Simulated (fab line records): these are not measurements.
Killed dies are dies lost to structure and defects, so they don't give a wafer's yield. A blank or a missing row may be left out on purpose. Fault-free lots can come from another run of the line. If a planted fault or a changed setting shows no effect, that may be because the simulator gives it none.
Problem report, 8D (eight disciplines) form, completed by code	flow n5-finfet	the parts of the form that need people (team, actions taken, sign-off) are left out

== 1. THE ISSUE ==
VT_N_LVT at N5_BEOL_M4_RC_MEAS_101 reads a mean of 85.9 mV on 6 wafers of 2 lots; wafers without a fault read 99.0 mV with a standard deviation of 2.1. Measured from the usual mean, that is -6.3 standard deviations.
The first sign was on wafer L655.1 at day 11 13:34, on prober-01. The record has a number at this step for 30 wafers belonging to 10 lots. Rule for "out" (also "out of limits"): further than 4 standard deviations from the usual mean. Any other wafer with a number is counted as sound.

== 2. WHAT IT IS, WHAT IT ISN'T ==
question	is	is not
which readings at this step	VT_N_LVT	ION_N
which lots	L655, L656	L644, L647, L648, L652, L653, L663, L666, L667
which wafers of those lots	all that have a number	-
read on which gauges	prober-01	prober-02
when	from day 11 13:34	up to then (15 sound wafers); but 9 sound wafers of L663, L666, L667 came after

== 3. SUSPECTS, AND WHAT RULES EACH OUT ==
Counting: a tool stays on the suspect list if, at a process step up to the reading, it processed all lots that are out and no sound lot following the first of them.
- the gauge at N5_BEOL_M4_RC_MEAS_101: kept. All the wafers that are out were read on prober-01, and no step on other tools shows them out.
- rtp-anneal-02 at N5_HKMG_FIN_RTA_80 (time 2 s): kept. All lots that are out passed through it, beginning with L655 at day 6 16:46, and no sound lot followed; its final sound lot before that point was L653 at day 6 07:50.
After counting, rtp-anneal-02 at N5_HKMG_FIN_RTA_80 and prober-01 at N5_BEOL_M4_RC_MEAS_101 remain.

== 4. THE CAUSE (what the simulator had put in) ==
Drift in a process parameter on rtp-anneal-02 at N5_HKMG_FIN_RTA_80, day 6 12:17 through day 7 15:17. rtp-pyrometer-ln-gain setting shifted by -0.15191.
Counting leaves 2 suspects; this tool is one of them.

== 5. THE CHAIN OF EFFECTS, in route order ==
One row per reading whose mean, taken over the struck wafers that have a number, lies over 3 standard deviations from the usual. Only readings for which the record gives a usual standard deviation are gone through. hours: the time from each lot's start at the first step in this table that gives one to its start at this step, as a median over the lots. sigmas: the change in usual standard deviations.
hours	step	reading	usual	on struck wafers	change	sigmas
0	N5_BEOL_M4_RC_MEAS_101	VT_N_LVT	99.0 mV	85.9	-13.1	-6.3
0	N5_BEOL_M4_RC_MEAS_101	VT_P	-250 mV	-260	-10	-3.1
0	N5_BEOL_M4_RC_MEAS_101	VT_P_LONG	-276 mV	-287	-11	-3.2

== 6. HOW IT WOULD HAVE BEEN CAUGHT EARLIER ==
In this record the first reading out of limits at a measuring or inspecting step was taken at day 11 13:34, 121 hours after the fault began at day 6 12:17.
Each of the lots that are out, 2 in all, had begun N5_HKMG_FIN_RTA_80 on rtp-anneal-02 no later than day 11 13:34. A hold on the tool at that time would have spared none of them.
